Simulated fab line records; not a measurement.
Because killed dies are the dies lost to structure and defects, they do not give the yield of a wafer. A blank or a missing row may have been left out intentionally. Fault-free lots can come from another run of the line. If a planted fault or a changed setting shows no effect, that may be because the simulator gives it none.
fab line records	flow n5_finfet
[record] lots = 7	wafers = 39
route steps=1938 shown SD_EPI_N@278 MOL_CONTACT_COAG@579 BEOL_M4@1037 BEOL_M6@1194 BEOL_M8@1374 BEOL_M9@1458 BEOL_M13@1694 MIM_BOT@1833
start_h: hours from the record's first day to the start of the lot's first wafer shown	wait_h: time in hours since the lot's previous step	" unchanged from the row above	L1.1+2: several wafers, shown together as one row	- no value present, or no start provided	* or withheld: withheld	< > ~ a bound
route shown NAME@n: NAME is a module with steps in the file, n the number in the route of the first one	usual: mean/standard deviation of fault-free wafers	same: alike in all rows	chamber/n: place in a boat	sites: per-site readings	_std_site: standard deviation of those values	_edge_site: the outer-site mean with the inner-site mean subtracted	radius_mm: how far each site lies from the wafer's centre	mask NAME#n: copy n	behind: tool/chamber where the wafer was last shaped	hold: reason for holding the lot/hours on hold/outcome of the hold	device: whichever transistor did not switch (one of n, p or np)	end of line: tests of these same wafers at the route's end	step lacking rows: just its recipe	killed: the dies lost at the first sort to structure and to defects; this is not the yield of the wafer	map: the dies of a wafer, with x for killed, . for not killed, _ for no die there
set.NAME: the setting that was run; set.NAME@STEP: the one run at that earlier step	model.NAME: the simulator's own value behind a step, which no gauge read
lots run with intentionally changed settings; tables by step, rows by wafer
[[steps]]
[step N5_SD_EPI_N_ETCH_45]
[recipe] chemistry = CH3F/O2	target = SiOCN	target_depth_a = 60	mask_material = SOC	ion_energy_ev = 60	bias_w = 29	pressure_mtorr = 15	source_w = 410	Ar_flow_sccm = 150	CH3F_flow_sccm = 30	O2_flow_sccm = 20
lot.wafer	tool	chamber	start_h	wait_h	set.target_depth_a	model.etch.depth_nm
L076.2	rie_diel-03	3	64.16	0.1	60	5.985
L076.4	"	1	"	"	60	6.016
L076.6	"	3	"	"	60	5.957
L078.1	rie_diel-04	2	72.36	0.1	60	6.092
L078.2	"	0	"	"	89.91	8.968
L078.3	"	3	"	"	89.91	8.818
L078.4	"	1	"	"	60	6.042
L078.5	"	3	"	"	89.91	8.737
L078.6	"	0	"	"	60	6.011
L083.1	rie_diel-02	2	103.40	0.1	24.45	2.485
L083.2	"	0	"	"	60	5.729
L083.3	"	1	"	"	60	6.034
L083.4	"	3	"	"	60	5.891
L083.5	"	3	"	"	24.45	2.421
L083.6	"	0	"	"	24.45	2.33
L085.1	rie_diel-04	1	117.12	0.1	60	6.051
L085.2	"	3	"	"	30.97	3.03
L085.3	"	0	"	"	30.97	3.12
L085.4	"	2	"	"	60	6.134
L085.5	"	1	"	"	30.97	3.129
L085.6	"	0	"	"	60	6.067
L090.1	rie_diel-02	2	149.36	0.1	60	6.071
L090.2	"	1	"	"	47.69	4.731
L090.3	"	3	"	"	47.69	4.747
L090.4	"	3	"	"	47.69	4.695
L090.5	"	1	"	"	60	5.954
L090.6	"	2	"	"	60	6.053
L091.1	rie_diel-03	0	152.86	0.1	39.87	3.961
L091.2	"	2	"	"	39.87	4.047
L091.3	"	3	"	"	60	6.008
L091.4	"	2	"	"	60	6.102
L091.5	"	0	"	"	39.87	3.984
L091.6	"	3	"	"	60	5.975
L095.1	rie_diel-02	0	177.66	0.1	95.86	9.603
L095.2	"	2	"	"	60	6.067
L095.3	"	2	"	"	60	6.046
L095.4	"	0	"	"	95.86	9.549
L095.5	"	2	"	"	95.86	9.672
L095.6	"	0	"	"	60	6.018
[step N5_MOL_CONTACT_COAG_ALD_131]
[recipe] material = SiO2	target_thk_a = 50	temp_c = 100	ald_precursor_family = BDEAS	ald_co_reactant = O2-plasma	pulse_time_s = 1	co_reactant_pulse_time_s = 1	purge_time_s = 2	co_reactant_purge_time_s = 2	ald_cycles = 35	pressure_torr = 2
lot.wafer	tool	chamber	start_h	wait_h	set.ald_cycles	model.SiO2_of_MOL_CONTACT_COAG_ALD_131.thk_nm
L076.2+4+6	ald_sin-04	0,3,0	109.92	0.1	35	5
L078.1+2+5	ald_sin-02	2,1,1	118.90	0.3	28	4
L078.3+4+6	"	3,0,0	"	"	35	5
L083.1+2+6	ald_sin-04	1,3,3	151.31	0.1	35	5
L083.3+4+5	"	0,2,0	"	"	28	4
L085.1+3+6	ald_sin-01	1,3,3	165.27	0.1	50	7.2
L085.2+4+5	"	0,2,0	"	"	35	5
L090.1+3+5	ald_sin-01	2,3,1	198.17	0.4	21	3
L090.2+4+6	"	1,0,2	"	"	35	5
L091.1+2+3+4+5+6	ald_sin-01	3,0,1,2,2,1	201.23	0.2	35	5
L095.1+2+4	ald_sin-04	2,1,0	228.34	0.3	35	5
L095.3+5+6	"	3,3,2	"	"	20	2.8
[step N5_BEOL_M4_DESCUM_16]
[recipe] chemistry = O2	time_s = 7	source_power_w = 50	bias_power_w = 20	pressure_mtorr = 20	rf_frequency_hz = 2.712e+07	temp_c = 40	resist = CAR-EUV	o2_flow_sccm = 225
lot.wafer	tool	chamber	start_h	wait_h	set.time_s	model.CAR-EUV_of_BEOL_M4_COAT_05.thk_nm
L076.2+4+6	rie_diel-03	2,3,0	160.38	0.5	7	26
L078.1+3	rie_diel-03	1,0	180.91	0.1	11.04	24
L078.2	"	2	"	"	11.04	24.2
L078.4+5+6	"	3,1,2	"	"	7	26
L085.1+2+3	rie_diel-03	3,0,2	215.20	0.0	3.448	27.8
L085.4+5+6	"	1,0,1	"	"	7	26
L083.1+2+3	rie_diel-03	3,2,0	215.52	0.0	9.787	24.6
L083.4+5+6	"	1,0,3	"	"	7	26
L090.1+4+6	rie_diel-04	1,3,2	261.20	0.0	7	26
L090.2	"	2	"	"	4.099	27.6
L090.3+5	"	3,1	"	"	4.099	27.4
L091.1+5+6	rie_diel-04	3,2,1	262.34	0.0	7	26.2
L091.2+3+4	"	2,1,3	"	"	4.059	27.6
L095.1+5	rie_diel-04	1,3	288.33	0.1	7	26.2
L095.2	"	2	"	"	7	26
L095.3	"	3	"	"	4.524	27.2
L095.4+6	"	1,2	"	"	4.524	27.4
[step N5_BEOL_M4_ETCH_74]
[recipe] chemistry = N2/H2	target = underlayer	target_depth_a = 65	mask_material = CAR-EUV	time_s = 5.2	ion_energy_ev = 200	pressure_mtorr = 30	source_w = 840	bias_w = 150	n2_flow_sccm = 200	h2_flow_sccm = 200	ends = cleared
lot.wafer	tool	chamber	start_h	wait_h	set.time_s@BEOL_M4_DESCUM_16	model.CAR-EUV_of_BEOL_M4_COAT_05.thk_nm	model.BEOL_M4.cd_offset_nm
L076.2	rie_diel-03	2	160.42	0.0	7	20.4	0
L076.4	"	3	"	"	7	20.4	0.4
L076.6	"	0	"	"	7	20.2	0.2
L078.1	rie_diel-03	1	180.94	0.0	11.04	18.2	0.8
L078.2	"	2	"	"	11.04	18.4	0.6
L078.3	"	0	"	"	11.04	18.2	0.6
L078.4	"	3	"	"	7	20.4	0.2
L078.5	"	1	"	"	7	20.2	0
L078.6	"	2	"	"	7	20.4	0
L085.1	rie_diel-03	3	215.23	0.0	3.448	22.2	-0.4
L085.2	"	0	"	"	3.448	22	-0.4
L085.3	"	2	"	"	3.448	22	-0.6
L085.4	"	1	"	"	7	20.4	0
L085.5+6	"	0,1	"	"	7	20.2	0
L083.1+2	rie_diel-03	3,2	215.56	0.0	9.787	19	0.4
L083.3	"	0	"	"	9.787	18.8	0.4
L083.4	"	1	"	"	7	20.2	-0.2
L083.5	"	0	"	"	7	20.2	0.2
L083.6	"	3	"	"	7	20.4	0
L090.1	rie_diel-04	1	261.24	0.0	7	20.2	-0.2
L090.2+3	"	2,3	"	"	4.099	21.8	-0.4
L090.4	"	3	"	"	7	20.4	-0.2
L090.5	"	1	"	"	4.099	21.6	-0.4
L090.6	"	2	"	"	7	20.4	0
L091.1+5+6	rie_diel-04	3,2,1	262.38	0.0	7	20.4	0
L091.2+4	"	2,3	"	"	4.059	21.8	-0.4
L091.3	"	1	"	"	4.059	21.8	-0.2
L095.1+2	rie_diel-04	1,2	288.36	0.0	7	20.4	0
L095.3	"	3	"	"	4.524	21.6	0
L095.4+6	"	1,2	"	"	4.524	21.6	-0.4
L095.5	"	3	"	"	7	20.4	0.2
[step N5_BEOL_M6_ILD_DEP_00]
[recipe] material = SiCOH_lowk	target_thk_a = 1797.5	temp_c = 300	precursor = DEMS/porogen	pressure_torr = 5	rf_w = 500	time_s = 33.4
lot.wafer	tool	chamber	start_h	wait_h	set.target_thk_a	model.SiCOH_lowk_of_BEOL_M6_ILD_DEP_00.thk_nm
L076.2	pecvd-04	1	186.70	0.0	1797.5	174.6
L076.4	"	2	"	"	1797.5	180.4
L076.6	"	1	"	"	1797.5	175.6
L078.1	pecvd-02	2	211.67	0.0	1797.5	176.2
L078.2	"	1	"	"	1797.5	177
L078.3	"	0	"	"	1797.5	177.2
L078.4	"	1	"	"	1797.5	181.8
L078.5	"	2	"	"	1797.5	180.8
L078.6	"	0	"	"	1797.5	181.4
L085.1+2	pecvd-04	0,1	235.74	0.0	1797.5	176.6
L085.3	"	2	"	"	1797.5	177.4
L085.4	"	0	"	"	1797.5	180.4
L085.5	"	1	"	"	1797.5	179.6
L085.6	"	2	"	"	1797.5	181.4
L083.1	pecvd-02	1	236.51	0.0	1797.5	176.8
L083.2	"	2	"	"	1797.5	177.6
L083.3+4	"	0	"	"	1797.5	178.2
L083.5	"	1	"	"	1797.5	179.2
L083.6	"	2	"	"	1797.5	181.4
L090.1	pecvd-02	1	283.65	0.0	1797.5	182
L090.2	"	0	"	"	1797.5	176
L090.3	"	2	"	"	2549	254.6
L090.4	"	1	"	"	1797.5	181.6
L090.5	"	0	"	"	2549	254.8
L090.6	"	2	"	"	2549	256.6
L091.1	pecvd-01	2	285.89	0.0	1797.5	175.6
L091.2	"	1	"	"	1797.5	180
L091.3	"	0	"	"	1797.5	174
L091.4	"	0	"	"	1797.5	179.2
L091.5	"	2	"	"	1797.5	179.8
L091.6	"	1	"	"	1797.5	181.2
L095.1+6	pecvd-01	2,0	316.82	0.0	2098	209.2
L095.2	"	1	"	"	1797.5	178.8
L095.3	"	0	"	"	2098	203.8
L095.4	"	1	"	"	1797.5	183.4
L095.5	"	2	"	"	1797.5	181.4
[step N5_BEOL_M6_CURE_74]
[recipe] temp_c = 385	time_s = 240	ambient = He/Ar	material = SiCOH_lowk
lot.wafer	tool	chamber	start_h	wait_h	set.target_thk_a@BEOL_M6_ILD_DEP_00	model.SiCOH_lowk_of_BEOL_M6_ILD_DEP_00.thk_nm
L076.2	uv_cure-01	0	186.85	0.1	1797.5	150.6
L076.4	"	0	"	"	1797.5	155.6
L076.6	"	0	"	"	1797.5	151.4
L078.1	uv_cure-03	0	211.78	0.1	1797.5	151.8
L078.2	"	0	"	"	1797.5	152.6
L078.3	"	0	"	"	1797.5	152.8
L078.4	"	0	"	"	1797.5	156.8
L078.5	"	0	"	"	1797.5	156
L078.6	"	0	"	"	1797.5	156.4
L085.1+2	uv_cure-02	2	236.05	0.3	1797.5	152.2
L085.3	"	2	"	"	1797.5	153
L085.4	"	2	"	"	1797.5	155.6
L085.5	"	2	"	"	1797.5	154.8
L085.6	"	2	"	"	1797.5	156.4
L083.1	uv_cure-03	0	236.58	0.0	1797.5	152.4
L083.2	"	0	"	"	1797.5	153.2
L083.3	"	0	"	"	1797.5	153.6
L083.4	"	0	"	"	1797.5	153.8
L083.5	"	0	"	"	1797.5	154.6
L083.6	"	0	"	"	1797.5	156.6
L090.1	uv_cure-01	0	283.71	0.0	1797.5	157
L090.2	"	0	"	"	1797.5	151.8
L090.3	"	0	"	"	2549	220.6
L090.4	"	0	"	"	1797.5	156.6
L090.5	"	0	"	"	2549	220.8
L090.6	"	0	"	"	2549	222.4
L091.1	uv_cure-02	1	285.95	0.0	1797.5	151.4
L091.2	"	1	"	"	1797.5	155.2
L091.3	"	1	"	"	1797.5	150
L091.4	"	1	"	"	1797.5	154.4
L091.5	"	1	"	"	1797.5	155
L091.6	"	1	"	"	1797.5	156.2
L095.1	uv_cure-02	0	317.08	0.2	2098	180.8
L095.2	"	0	"	"	1797.5	154.2
L095.3	"	0	"	"	2098	176
L095.4	"	0	"	"	1797.5	158.2
L095.5	"	0	"	"	1797.5	156.6
L095.6	"	0	"	"	2098	180.6
[step N5_BEOL_M6_THK_MEAS_01]
[recipe] reads = SiCOH_lowk_of_BEOL_M6_ILD_DEP_00
[usual] M6_ILD_THK = 154.4/2
lot.wafer	tool	chamber	start_h	wait_h	set.target_thk_a@BEOL_M6_ILD_DEP_00	M6_ILD_THK[nm]
L076.2	film_metro-02	-	187.28	0.4	1797.5	150.3
L076.4	"	-	"	"	1797.5	155.5
L076.6	"	-	"	"	1797.5	151.2
L078.1	film_metro-02	-	212.29	0.4	1797.5	151.9
L078.2	"	-	"	"	1797.5	152.5
L078.3	"	-	"	"	1797.5	152.9
L078.4	"	-	"	"	1797.5	156.8
L078.5	"	-	"	"	1797.5	156.2
L078.6	"	-	"	"	1797.5	156.6
L085.1	film_metro-02	-	236.57	0.4	1797.5	152.2
L085.2	"	-	"	"	1797.5	152.4
L085.3	"	-	"	"	1797.5	153.0
L085.4	"	-	"	"	1797.5	155.6
L085.5	"	-	"	"	1797.5	154.8
L085.6	"	-	"	"	1797.5	156.4
L083.1	film_metro-01	-	237.09	0.4	1797.5	152.5
L083.2	"	-	"	"	1797.5	153.1
L083.3	"	-	"	"	1797.5	153.6
L083.4	"	-	"	"	1797.5	153.6
L083.5	"	-	"	"	1797.5	154.6
L083.6	"	-	"	"	1797.5	156.6
L090.1	film_metro-02	-	284.23	0.4	1797.5	157.0
L090.2	"	-	"	"	1797.5	151.7
L090.3	"	-	"	"	2549	220.6
L090.4	"	-	"	"	1797.5	156.5
L090.5	"	-	"	"	2549	220.6
L090.6	"	-	"	"	2549	222.4
L091.1	film_metro-01	-	286.47	0.4	1797.5	151.5
L091.2	"	-	"	"	1797.5	155.2
L091.3	"	-	"	"	1797.5	150.0
L091.4	"	-	"	"	1797.5	154.5
L091.5	"	-	"	"	1797.5	154.9
L091.6	"	-	"	"	1797.5	156.3
L095.1	film_metro-01	-	317.59	0.4	2098	180.5
L095.2	"	-	"	"	1797.5	154.3
L095.3	"	-	"	"	2098	176.1
L095.4	"	-	"	"	1797.5	158.2
L095.5	"	-	"	"	1797.5	156.5
L095.6	"	-	"	"	2098	180.7
[step N5_BEOL_M8_VIA_ETCH_34]
[recipe] chemistry = C4F6/O2	target = SiCOH_lowk	target_depth_a = 1255	mask_material = SOC	taper_deg = 4	time_s = 50.5	ion_energy_ev = 250	pressure_mtorr = 30	source_w = 345	bias_w = 185	Ar_flow_sccm = 300	C4F6_flow_sccm = 10	O2_flow_sccm = 10
lot.wafer	tool	chamber	start_h	wait_h	set.target_depth_a	model.etch.depth_nm	model.SOC_of_BEOL_M8_COAT_63.thk_nm
L076.2	rie_diel-02	1	207.86	0.0	1255	126	53.8
L076.4	"	2	"	"	1255	125.4	54.2
L076.6	"	1	"	"	1255	123.8	54
L078.1	rie_diel-02	1	234.78	0.0	912.7	89.7	55.6
L078.2	"	0	"	"	1255	123.9	53.8
L078.3	"	2	"	"	912.7	92.06	55.6
L078.4	"	3	"	"	1255	128.4	53.8
L078.5	"	2	"	"	1255	127.6	54.2
L078.6	"	3	"	"	912.7	93.7	55.6
L083.1	rie_diel-02	3	254.77	0.0	1255	129.1	53.6
L083.2	"	0	"	"	1255	123.9	53.8
L083.3	"	1	"	"	1255	123.7	54
L083.4	"	2	"	"	1255	125.8	53.8
L083.5	"	2	"	"	1255	127.6	53.8
L083.6	"	3	"	"	1255	128.2	53.8
L085.1	rie_diel-03	1	260.06	0.0	1900	193.7	50.6
L085.2	"	0	"	"	1900	188.5	51.2
L085.3	"	2	"	"	1255	128	54.2
L085.4	"	3	"	"	1255	123.8	54.2
L085.5	"	3	"	"	1255	125	54
L085.6	"	0	"	"	1900	188.2	51
L090.1	rie_diel-04	1	307.69	0.0	1255	124.4	54.2
L090.2	"	3	"	"	1255	124.9	54.2
L090.3	"	0	"	"	1255	126.9	54
L090.4	"	2	"	"	1255	130.1	54.2
L090.5	"	0	"	"	1255	127.8	53.8
L090.6	"	3	"	"	1255	126.8	54.4
L091.1	rie_diel-04	0	310.60	0.0	618.4	62.71	57
L091.2	"	2	"	"	1255	128.6	54
L091.3	"	1	"	"	1255	124.3	54
L091.4	"	3	"	"	618.4	62.18	57
L091.5	"	2	"	"	618.4	63.64	57
L091.6	"	1	"	"	1255	124.8	54
L095.1	rie_diel-04	3	338.20	0.0	1255	124.3	53.8
L095.2	"	2	"	"	1531	155.6	52.4
L095.3	"	1	"	"	1531	151.9	52.4
L095.4	"	0	"	"	1531	153.4	52
L095.5	"	2	"	"	1255	128.7	53.4
L095.6	"	1	"	"	1255	124.5	53.6
[step N5_BEOL_M9_ALD_74]
[recipe] material = TaN	target_thk_a = 20	temp_c = 275	ald_precursor_family = PDMAT	ald_co_reactant = NH3	pressure_torr = 3	carrier_flow_sccm = 1500	pulse_time_s = 2	purge_time_s = 3	co_reactant_purge_time_s = 2	co_reactant_pulse_time_s = 3	ald_cycles = 40	precursor_vessel_temp_c = 75	precursor_vessel_pressure_torr = 26.25	precursor_vessel_carrier_sccm = 1000
lot.wafer	tool	chamber	start_h	wait_h	set.ald_cycles	model.TaN_of_BEOL_M9_ALD_74.thk_nm
L076.2+4+6	ald_metal-02	3,1,3	215.74	0.0	40	2
L078.1+2+4	ald_metal-03	2,0,2	243.96	0.0	40	2
L078.3+5+6	"	3,3,0	"	"	33	1.6
L083.1+6	ald_metal-04	0,2	264.00	0.3	58	3
L083.2+3+4	"	2,1,3	"	"	40	2
L083.5	"	1	"	"	58	2.8
L085.1+2+3+4+5+6	ald_metal-02	2,3,0,1,3,2	270.79	0.0	40	2
L090.1+5+6	ald_metal-02	1,2,1	317.39	0.1	32	1.6
L090.2+3+4	"	2,3,0	"	"	40	2
L091.1+2+4	ald_metal-02	1,0,3	320.95	0.0	50	2.6
L091.3+5+6	"	2,1,2	"	"	40	2
L095.1+4+5	ald_metal-04	1,2,0	348.28	0.3	40	2
L095.2	"	3	"	"	18	1
L095.3+6	"	0,3	"	"	18	0.8
[step N5_BEOL_M13_ETCH_68]
[recipe] chemistry = N2/H2	target = SOC	mask_material = SiARC	source_w = 3000	bias_w = 350	temp_c = 40	time_s = 355	ion_energy_ev = 200	pressure_mtorr = 30	n2_flow_sccm = 200	h2_flow_sccm = 200
lot.wafer	tool	chamber	start_h	wait_h	set.time_s	model.SiARC_of_BEOL_M13_COAT_66.thk_nm
L076.2	rie_diel-01	1	245.26	0.1	355	77.2
L076.4	"	0	"	"	355	77.4
L076.6	"	3	"	"	355	76.4
L078.1	rie_diel-05	0	272.96	0.1	355	77.4
L078.2	"	3	"	"	430.2	70
L078.3	"	1	"	"	355	77
L078.4	"	2	"	"	355	77.2
L078.5	"	0	"	"	430.2	70.2
L078.6	"	3	"	"	430.2	70.6
L083.1	rie_diel-05	3	291.72	0.1	224.8	90
L083.2	"	2	"	"	355	77.8
L083.3+6	"	1,2	"	"	355	77.6
L083.4	"	0	"	"	224.8	89.8
L083.5	"	1	"	"	224.8	89.6
L085.1+6	rie_diel-01	0,2	296.18	0.1	355	77
L085.2	"	3	"	"	355	76.2
L085.3+4	"	1,2	"	"	355	77.2
L085.5	"	3	"	"	355	76.6
L090.1+2+3	rie_diel-05	2,0,1	347.42	0.1	355	77.2
L090.4	"	3	"	"	438.2	69.6
L090.5	"	1	"	"	438.2	70
L090.6	"	0	"	"	438.2	69.4
L091.1	rie_diel-01	2	350.66	0.1	355	77.4
L091.2+3	"	3,0	"	"	355	76.8
L091.4	"	3	"	"	355	77.2
L091.5	"	0	"	"	355	77
L091.6	"	2	"	"	355	78
L095.1	rie_diel-01	3	376.81	0.1	355	77.2
L095.2	"	0	"	"	355	76.8
L095.3+5	"	1,3	"	"	295.3	82.8
L095.4	"	2	"	"	355	78
L095.6	"	0	"	"	295.3	82.6
[step N5_MIM_BOT_SPUTTER_00]
[recipe] material = TiN	target_thk_a = 350	temp_c = 200	power_w = 3000	chamber_pressure_pa = 0.49996	gas = Ar	reactive_partial_pa = 0.37997	time_s = 89.7
lot.wafer	tool	chamber	start_h	wait_h	set.time_s	model.TiN_of_MIM_BOT_SPUTTER_00.thk_nm
L076.2+4+6	pvd_sputter-01	-	263.48	0.0	89.7	35
L078.1	pvd_sputter-02	-	291.20	0.0	89.7	35.8
L078.2+3	"	-	"	"	89.7	35.2
L078.4+5	"	-	"	"	89.7	35.4
L078.6	"	-	"	"	89.7	35
L083.1	pvd_sputter-03	-	317.39	0.0	89.7	34.8
L083.2	"	-	"	"	89.7	35
L083.3+4	"	-	"	"	136.7	53.2
L083.5	"	-	"	"	136.7	53.4
L083.6	"	-	"	"	89.7	35.2
L085.1+3	pvd_sputter-03	-	320.39	0.0	89.7	35
L085.2+4	"	-	"	"	104.5	41
L085.5	"	-	"	"	89.7	35.4
L085.6	"	-	"	"	104.5	41.4
L090.1+3	pvd_sputter-03	-	367.54	0.0	89.7	35.2
L090.2	"	-	"	"	38.84	15.4
L090.4+5	"	-	"	"	38.84	15.6
L090.6	"	-	"	"	89.7	35.6
L091.1	pvd_sputter-03	-	368.20	0.0	89.7	34.8
L091.2+4+5	"	-	"	"	61.86	24.2
L091.3	"	-	"	"	89.7	34.6
L091.6	"	-	"	"	89.7	35
L095.1	pvd_sputter-01	-	397.10	0.0	72.57	28.8
L095.2	"	-	"	"	89.7	35.2
L095.3	"	-	"	"	72.57	29
L095.4	"	-	"	"	72.57	28.6
L095.5	"	-	"	"	89.7	35.4
L095.6	"	-	"	"	89.7	35.8
[[key]]
[split] step = N5_SD_EPI_N_ETCH_45	setting = target_depth_a	stated = 60	by = wafer
[response] step = N5_SD_EPI_N_ETCH_45	reading = model.etch.depth_nm	change = +0.0593	per = 1%	r = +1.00
[split] step = N5_MOL_CONTACT_COAG_ALD_131	setting = ald_cycles	stated = 35	by = wafer
[response] step = N5_MOL_CONTACT_COAG_ALD_131	reading = model.SiO2_of_MOL_CONTACT_COAG_ALD_131.thk_nm	change = +0.0508	per = 1%	r = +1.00
[split] step = N5_BEOL_M4_DESCUM_16	setting = time_s	stated = 7	by = wafer
[response] step = N5_BEOL_M4_DESCUM_16	reading = model.CAR-EUV_of_BEOL_M4_COAT_05.thk_nm	change = -0.0344	per = 1%	r = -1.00
[response] step = N5_BEOL_M4_ETCH_74	reading = model.CAR-EUV_of_BEOL_M4_COAT_05.thk_nm	change = -0.0346	per = 1%	r = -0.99
[response] step = N5_BEOL_M4_ETCH_74	reading = model.BEOL_M4.cd_offset_nm	change = +0.00909	per = 1%	r = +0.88
[split] step = N5_BEOL_M6_ILD_DEP_00	setting = target_thk_a	stated = 1797.5	by = wafer
[response] step = N5_BEOL_M6_ILD_DEP_00	reading = model.SiCOH_lowk_of_BEOL_M6_ILD_DEP_00.thk_nm	change = +1.77	per = 1%	r = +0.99
[response] step = N5_BEOL_M6_CURE_74	reading = model.SiCOH_lowk_of_BEOL_M6_ILD_DEP_00.thk_nm	change = +1.55	per = 1%	r = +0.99
[response] step = N5_BEOL_M6_THK_MEAS_01	reading = M6_ILD_THK	change = +1.55	per = 1%	r = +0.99
[split] step = N5_BEOL_M8_VIA_ETCH_34	setting = target_depth_a	stated = 1255	by = wafer
[response] step = N5_BEOL_M8_VIA_ETCH_34	reading = model.etch.depth_nm	change = +1.25	per = 1%	r = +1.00
[response] step = N5_BEOL_M8_VIA_ETCH_34	reading = model.SOC_of_BEOL_M8_COAT_63.thk_nm	change = -0.0608	per = 1%	r = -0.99
[split] step = N5_BEOL_M9_ALD_74	setting = ald_cycles	stated = 40	by = wafer
[response] step = N5_BEOL_M9_ALD_74	reading = model.TaN_of_BEOL_M9_ALD_74.thk_nm	change = +0.0211	per = 1%	r = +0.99
[split] step = N5_BEOL_M13_ETCH_68	setting = time_s	stated = 355	by = wafer
[response] step = N5_BEOL_M13_ETCH_68	reading = model.SiARC_of_BEOL_M13_COAT_66.thk_nm	change = -0.327	per = 1%	r = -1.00
[split] step = N5_MIM_BOT_SPUTTER_00	setting = time_s	stated = 89.7	by = wafer
[response] step = N5_MIM_BOT_SPUTTER_00	reading = model.TiN_of_MIM_BOT_SPUTTER_00.thk_nm	change = +0.349	per = 1%	r = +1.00
